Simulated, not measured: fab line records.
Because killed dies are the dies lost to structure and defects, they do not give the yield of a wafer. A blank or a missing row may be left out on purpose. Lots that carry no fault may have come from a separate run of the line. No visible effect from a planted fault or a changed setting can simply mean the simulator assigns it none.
What tool caused it?    flow n5Finfet    Sampling: 11 lots, 33 wafers, 5 of 1938 route steps

WHAT THE GAUGES READ, wafer by wafer
N5_BEOL_M4_RC_MEAS_101. Usual: DIBL_N 36.0 mV/V, standard deviation 1.7; DIBL_P 36.0 mV/V, standard deviation 2; IOFF_N 0.156 nA/um, standard deviation 0.028; IOFF_P 0.21 nA/um, standard deviation 0.04; ION_N 673 uA/um, standard deviation 12; ION_P 463 uA/um, standard deviation 8.3; SS_N 71.4 mV/dec, standard deviation 0.6; SS_P 73.3 mV/dec, standard deviation 0.66; VT_N 250 mV, standard deviation 3; VT_P -250 mV, standard deviation 3.8.
lot   measured      on         DIBL_N (mV/V)   DIBL_P (mV/V)   IOFF_N (nA/um)     IOFF_P (nA/um)  ION_N (uA/um)  ION_P (uA/um)  SS_N (mV/dec)   SS_P (mV/dec)   VT_N (mV)    VT_P (mV)       flag
L709  day 7 21:32   prober-01  35.2 33.2 33.7  35.4 33.1 34.3  0.146 0.118 0.132  0.20 0.16 0.19  668 661 667    470 461 458    71.2 70.4 71.0  73.2 73.0 72.7  252 254 252  -250 -253 -250  
L711  day 8 01:18   prober-02  35.8 38.5 35.0  35.5 39.1 35.3  0.155 0.207 0.146  0.16 0.22 0.17  674 680 668    460 454 454    72.5 72.3 70.5  73.2 74.7 73.0  250 248 248  -257 -251 -256  
L716  day 9 17:29   prober-01  36.7 38.2 37.4  35.6 37.2 36.1  0.160 0.192 0.167  0.20 0.23 0.21  682 669 680    462 458 463    72.3 71.8 71.4  72.7 73.3 73.8  249 245 247  -252 -249 -249  
L718  day 10 00:16  prober-02  37.0 36.4 36.6  36.3 35.2 36.0  0.172 0.160 0.163  0.20 0.18 0.19  684 684 682    466 468 461    72.0 71.0 71.5  73.8 73.5 73.7  248 248 251  -253 -253 -253  
L719  day 10 11:10  prober-02  32.3 34.6 34.7  32.4 35.4 35.3  0.112 0.156 0.142  0.19 0.23 0.22  658 682 660    462 467 459    70.2 71.0 71.6  72.7 73.5 73.2  254 250 252  -249 -247 -247  
L722  day 11 03:14  prober-01  36.4 34.0 35.7  37.6 35.2 37.5  0.171 0.133 0.155  0.28 0.25 0.28  694 680 688    480 485 480    71.3 70.9 71.4  73.8 73.3 74.7  248 249 248  -240 -243 -244  
L723  day 11 05:07  prober-01  35.5 37.3 37.1  34.7 36.9 37.1  0.141 0.182 0.174  0.20 0.23 0.24  656 684 688    460 472 467    70.8 71.4 71.6  73.3 72.7 73.9  254 249 249  -251 -248 -248  
L724  day 11 14:01  prober-02  38.0 36.2 33.9  39.2 36.7 34.5  0.202 0.174 0.133  0.22 0.19 0.16  691 681 667    464 458 457    72.0 71.3 70.4  74.4 73.9 73.4  245 248 251  -251 -252 -256  
L728  day 13 01:37  prober-02  34.4 35.9 34.5  34.3 36.0 33.9  0.118 0.145 0.125  0.18 0.21 0.18  667 662 662    462 456 463    70.8 71.1 71.1  72.6 73.1 72.5  256 250 252  -251 -251 -252  
L730  day 13 08:37  prober-02  34.3 34.2 34.4  34.3 33.8 34.6  0.137 0.136 0.143  0.20 0.19 0.21  671 672 675    463 468 472    71.6 70.3 70.9  73.4 72.6 73.2  252 250 249  -247 -249 -245  
L729  day 13 12:47  prober-01  38.1 37.2 38.8  38.5 36.4 38.3  0.208 0.179 0.202  0.24 0.20 0.25  692 673 686    468 455 466    71.7 71.9 72.1  73.9 73.5 74.6  247 249 246  -249 -254 -250  

EACH LOT AND THE TOOL THAT RAN IT (in order: tool; ch and the chambers of the sampled wafers; start)
lot   N5_BEOL_M4_SPUTTER_48        N5_BEOL_M4_SPUTTER_79        N5_BEOL_M4_ANNEAL_82         N5_BEOL_M4_ANNEAL_93
L709  pvdSputter-01, day 7 18:23   pvdSputter-01, day 7 18:36   pvdSputter-01, day 7 18:54   pvdSputter-01, day 7 19:47
L711  pvdSputter-01, day 7 22:26   pvdSputter-01, day 7 22:40   pvdSputter-01, day 7 22:58   pvdSputter-01, day 7 23:50
L716  pvdSputter-02, day 9 13:53   pvdSputter-02, day 9 14:06   pvdSputter-02, day 9 14:24   pvdSputter-02, day 9 15:17
L718  pvdSputter-02, day 9 20:58   pvdSputter-02, day 9 21:11   pvdSputter-02, day 9 21:29   pvdSputter-02, day 9 22:22
L719  pvdSputter-01, day 10 08:00  pvdSputter-01, day 10 08:13  pvdSputter-01, day 10 08:31  pvdSputter-01, day 10 09:24
L722  pvdSputter-01, day 11 00:02  pvdSputter-01, day 11 00:16  pvdSputter-01, day 11 00:34  pvdSputter-01, day 11 01:26
L723  pvdSputter-03, day 11 01:58  pvdSputter-03, day 11 02:11  pvdSputter-03, day 11 02:29  pvdSputter-03, day 11 03:22
L724  pvdSputter-01, day 11 11:10  pvdSputter-01, day 11 11:23  pvdSputter-01, day 11 11:41  pvdSputter-01, day 11 12:34
L728  pvdSputter-02, day 12 22:37  pvdSputter-02, day 12 22:50  pvdSputter-02, day 12 23:08  pvdSputter-02, day 13 00:01
L730  pvdSputter-02, day 13 05:41  pvdSputter-02, day 13 05:55  pvdSputter-02, day 13 06:13  pvdSputter-02, day 13 07:05
L729  pvdSputter-02, day 13 09:44  pvdSputter-02, day 13 09:57  pvdSputter-02, day 13 10:15  pvdSputter-02, day 13 11:08
- N5_BEOL_M4_SPUTTER_48: material Cu, target thk 4.5 nm, time 8.29 s.
- N5_BEOL_M4_SPUTTER_79: material Cu, target thk 4.5 nm, time 8.29 s.
- N5_BEOL_M4_ANNEAL_82: time 240 s.
- N5_BEOL_M4_ANNEAL_93: time 240 s.

WHAT THE TOOLS THEMSELVES READ (means of the sampled wafers that have a number; where no wafer has one, the mark that the record gives instead)
N5_BEOL_M4_SPUTTER_48. Usual: throttleValvePct reads 29.8 % (standard deviation 0.92).
lot   tool           throttleValvePct (%)  flag
L709  pvdSputter-01  29.9                  
L711  pvdSputter-01  30.5                  
L716  pvdSputter-02  29.4                  
L718  pvdSputter-02  28.7                  
L719  pvdSputter-01  30.4                  
L722  pvdSputter-01  30.7                  
L723  pvdSputter-03  30.9                  
L724  pvdSputter-01  30.4                  
L728  pvdSputter-02  29.3                  
L730  pvdSputter-02  29.0                  
L729  pvdSputter-02  29.1                  

N5_BEOL_M4_SPUTTER_79. Usual: throttleValvePct reads 29.8 % (standard deviation 0.94).
lot   tool           throttleValvePct (%)  flag
L709  pvdSputter-01  29.8                  
L711  pvdSputter-01  30.4                  
L716  pvdSputter-02  29.2                  
L718  pvdSputter-02  29.0                  
L719  pvdSputter-01  30.4                  
L722  pvdSputter-01  30.8                  
L723  pvdSputter-03  30.9                  
L724  pvdSputter-01  30.4                  
L728  pvdSputter-02  29.2                  
L730  pvdSputter-02  29.2                  
L729  pvdSputter-02  29.1                  

N5_BEOL_M4_ANNEAL_82. Usual: heaterPowerW 834 W, standard deviation 65; susceptorTempC 400.00 C, standard deviation 0.23.
lot   tool           heaterPowerW (W)  susceptorTempC (C)  flag
L709  pvdSputter-01  846               399.92              
L711  pvdSputter-01  793               399.61              
L716  pvdSputter-02  849               400.04              
L718  pvdSputter-02  854               400.23              
L719  pvdSputter-01  807               400.20              
L722  pvdSputter-01  767               400.03              
L723  pvdSputter-03  836               400.12              
L724  pvdSputter-01  788               400.22              
L728  pvdSputter-02  840               400.11              
L730  pvdSputter-02  836               399.86              
L729  pvdSputter-02  851               400.12              

N5_BEOL_M4_ANNEAL_93. Usual: heaterPowerW 834 W, standard deviation 66; susceptorTempC 399.98 C, standard deviation 0.23.
lot   tool           heaterPowerW (W)  susceptorTempC (C)  flag
L709  pvdSputter-01  836               400.03              
L711  pvdSputter-01  792               399.95              
L716  pvdSputter-02  -                 -                   OFF
L718  pvdSputter-02  -                 -                   OFF
L719  pvdSputter-01  -                 -                   OFF
L722  pvdSputter-01  761               400.23              
L723  pvdSputter-03  829               400.30              
L724  pvdSputter-01  802               400.05              
L728  pvdSputter-02  836               399.80              
L730  pvdSputter-02  843               399.87              
L729  pvdSputter-02  860               400.10              

THE ANSWER, worked out from the rows above alone
Rule: take the mean of a lot's wafers that have a number; if it is more than 3 standard deviations from the usual mean, the lot is off. A lot without any number at a reading at which 4 lots or more have one is off too. The other lots that the step has rows for count as sound. After the gauges, taken in route order, come the tools' own readings; for these a lot's mean is taken, as printed above. The first step at which some lot is off is used, and at that step the reading that is off furthest; a lot without a number counts as furthest.
Off: L716, L718, L719, at N5_BEOL_M4_ANNEAL_93 (heaterPowerW). Without a number there: L716, L718, L719.
A tool fits if, at that step or a process step before it, it ran every lot that is off, and no sound lot after the first of them. No candidate that was tried fits.

WHAT WAS PUT IN BY THE SIMULATOR
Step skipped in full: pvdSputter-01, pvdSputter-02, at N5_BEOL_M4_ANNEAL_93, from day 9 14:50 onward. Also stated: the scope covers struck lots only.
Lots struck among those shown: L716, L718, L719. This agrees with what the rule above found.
